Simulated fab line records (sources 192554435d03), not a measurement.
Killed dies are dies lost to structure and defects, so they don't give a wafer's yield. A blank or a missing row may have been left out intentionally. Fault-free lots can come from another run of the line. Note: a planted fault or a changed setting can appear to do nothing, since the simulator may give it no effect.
Split-lot trial || flow n5_finfet || 21 wafers read from 7 lots, route of 1938 steps

## SPLIT DETAILS
At N5_BEOL_M8_ALD_77 (deposits TaN, target thk 2 nm, pulse time 2 s, purge time 3 s), the setting ald_cycles was moved away from the recipe's 40 on 7 of the 21 wafers read, by -15.0% to +10.0%. This setting was run at the recipe's value on the other wafers.

The reading comes from the split's own step.

## THE READING
TaN_of_BEOL_M8_ALD_77.thk_nm (the simulator's own value, which no gauge read), in nm, at N5_BEOL_M8_ALD_77 (deposits TaN, target thk 2 nm, pulse time 2 s, purge time 3 s). There is no usual value for it anywhere in the file.

{"wafer": "L076.1", "tool, chamber at the split": "ald_metal-04, 3", "ald_cycles as run": 38, "against the recipe": "-5.0%", "TaN_of_BEOL_M8_ALD_77.thk_nm, nm": 1.8, "against lot-mates on the recipe": -0.2}
{"wafer": "L076.2", "tool, chamber at the split": "ald_metal-04, 1,0", "ald_cycles as run": 40, "against the recipe": "recipe", "TaN_of_BEOL_M8_ALD_77.thk_nm, nm": 2, "against lot-mates on the recipe": "-"}
{"wafer": "L076.3", "tool, chamber at the split": "ald_metal-04, 1,0", "ald_cycles as run": 40, "against the recipe": "recipe", "TaN_of_BEOL_M8_ALD_77.thk_nm, nm": 2, "against lot-mates on the recipe": "-"}
{"wafer": "L075.1", "tool, chamber at the split": "ald_metal-03, 3", "ald_cycles as run": 34, "against the recipe": "-15.0%", "TaN_of_BEOL_M8_ALD_77.thk_nm, nm": 1.6, "against lot-mates on the recipe": "no lot-mate on the recipe"}
{"wafer": "L075.6", "tool, chamber at the split": "ald_metal-03, 3", "ald_cycles as run": 34, "against the recipe": "-15.0%", "TaN_of_BEOL_M8_ALD_77.thk_nm, nm": 1.6, "against lot-mates on the recipe": "no lot-mate on the recipe"}
{"wafer": "L075.5", "tool, chamber at the split": "ald_metal-03, 2", "ald_cycles as run": 34, "against the recipe": "-15.0%", "TaN_of_BEOL_M8_ALD_77.thk_nm, nm": 1.8, "against lot-mates on the recipe": "no lot-mate on the recipe"}
{"wafer": "L080.1", "tool, chamber at the split": "ald_metal-01, 1,3,2", "ald_cycles as run": 40, "against the recipe": "recipe", "TaN_of_BEOL_M8_ALD_77.thk_nm, nm": 2, "against lot-mates on the recipe": "-"}
{"wafer": "L080.3", "tool, chamber at the split": "ald_metal-01, 1,3,2", "ald_cycles as run": 40, "against the recipe": "recipe", "TaN_of_BEOL_M8_ALD_77.thk_nm, nm": 2, "against lot-mates on the recipe": "-"}
{"wafer": "L080.5", "tool, chamber at the split": "ald_metal-01, 1,3,2", "ald_cycles as run": 40, "against the recipe": "recipe", "TaN_of_BEOL_M8_ALD_77.thk_nm, nm": 2, "against lot-mates on the recipe": "-"}
{"wafer": "L083.2", "tool, chamber at the split": "ald_metal-01, 0,2,3", "ald_cycles as run": 40, "against the recipe": "recipe", "TaN_of_BEOL_M8_ALD_77.thk_nm, nm": 2, "against lot-mates on the recipe": "-"}
{"wafer": "L083.3", "tool, chamber at the split": "ald_metal-01, 0,2,3", "ald_cycles as run": 40, "against the recipe": "recipe", "TaN_of_BEOL_M8_ALD_77.thk_nm, nm": 2, "against lot-mates on the recipe": "-"}
{"wafer": "L083.4", "tool, chamber at the split": "ald_metal-01, 0,2,3", "ald_cycles as run": 40, "against the recipe": "recipe", "TaN_of_BEOL_M8_ALD_77.thk_nm, nm": 2, "against lot-mates on the recipe": "-"}
{"wafer": "L092.1", "tool, chamber at the split": "ald_metal-01, 3,2", "ald_cycles as run": 40, "against the recipe": "recipe", "TaN_of_BEOL_M8_ALD_77.thk_nm, nm": 2, "against lot-mates on the recipe": "-"}
{"wafer": "L092.4", "tool, chamber at the split": "ald_metal-01, 3,2", "ald_cycles as run": 40, "against the recipe": "recipe", "TaN_of_BEOL_M8_ALD_77.thk_nm, nm": 2, "against lot-mates on the recipe": "-"}
{"wafer": "L092.5", "tool, chamber at the split": "ald_metal-01, 3", "ald_cycles as run": 37, "against the recipe": "-7.5%", "TaN_of_BEOL_M8_ALD_77.thk_nm, nm": 1.8, "against lot-mates on the recipe": -0.2}
{"wafer": "L094.1", "tool, chamber at the split": "ald_metal-01, 3", "ald_cycles as run": 37, "against the recipe": "-7.5%", "TaN_of_BEOL_M8_ALD_77.thk_nm, nm": 1.8, "against lot-mates on the recipe": -0.2}
{"wafer": "L094.2", "tool, chamber at the split": "ald_metal-01, 2,1", "ald_cycles as run": 40, "against the recipe": "recipe", "TaN_of_BEOL_M8_ALD_77.thk_nm, nm": 2, "against lot-mates on the recipe": "-"}
{"wafer": "L094.4", "tool, chamber at the split": "ald_metal-01, 2,1", "ald_cycles as run": 40, "against the recipe": "recipe", "TaN_of_BEOL_M8_ALD_77.thk_nm, nm": 2, "against lot-mates on the recipe": "-"}
{"wafer": "L096.1", "tool, chamber at the split": "ald_metal-04, 2,3", "ald_cycles as run": 40, "against the recipe": "recipe", "TaN_of_BEOL_M8_ALD_77.thk_nm, nm": 2, "against lot-mates on the recipe": "-"}
{"wafer": "L096.3", "tool, chamber at the split": "ald_metal-04, 2,3", "ald_cycles as run": 40, "against the recipe": "recipe", "TaN_of_BEOL_M8_ALD_77.thk_nm, nm": 2, "against lot-mates on the recipe": "-"}
{"wafer": "L096.2", "tool, chamber at the split": "ald_metal-04, 0", "ald_cycles as run": 44, "against the recipe": "+10.0%", "TaN_of_BEOL_M8_ALD_77.thk_nm, nm": 2.2, "against lot-mates on the recipe": "+0.2"}
Rows listing several chambers each stand for several wafers; the file does not say which wafer went through which chamber.

THE FIT
A straight line over all 21 wafers: TaN_of_BEOL_M8_ALD_77.thk_nm changes by +0.0226 nm for each +1% of ald_cycles; r = +0.96; the points scatter about the line by 0.043 nm.
The same after taking each lot's own level away (the mean of its wafers on the recipe; 18 wafers): +0.0249 nm for each +1%; r = +0.98; scatter 0.021 nm.
The reading moves by 0.37 nm for the largest change in ald_cycles, on that fit.
The lots' own levels span 2.00 to 2.00 nm.
Hence the lot-to-lot level has little effect on the slope; both slopes agree.
Check: with one of the wafers moved furthest among these (+10.0%) left out of the fit, the line predicts +0.288 nm for it against its lot-mates. Against them it came out at +0.2 nm.

## OTHER SPLITS ON THESE WAFERS
Before the reading, these wafers also passed through other splits. Each is held against what the fit with the lots' levels taken away leaves over:
{"other split on the same wafers": "N5_BEOL_M7_EXPOSE_08 dose_mj", "wafers away from the commonest value": 8, "r with TaN_of_BEOL_M8_ALD_77.thk_nm (lot level and that fit taken away)": -0.25}
{"other split on the same wafers": "N5_BEOL_M7_ETCH_62 source_w", "wafers away from the commonest value": 7, "r with TaN_of_BEOL_M8_ALD_77.thk_nm (lot level and that fit taken away)": -0.07}
{"other split on the same wafers": "N5_BEOL_M7_TRENCH_ETCH_37 bias_w", "wafers away from the commonest value": 8, "r with TaN_of_BEOL_M8_ALD_77.thk_nm (lot level and that fit taken away)": "+0.03"}

## FILE'S OWN FIT
TaN_of_BEOL_M8_ALD_77.thk_nm changes by +0.0253 nm for each +1% of ald_cycles, r = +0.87.
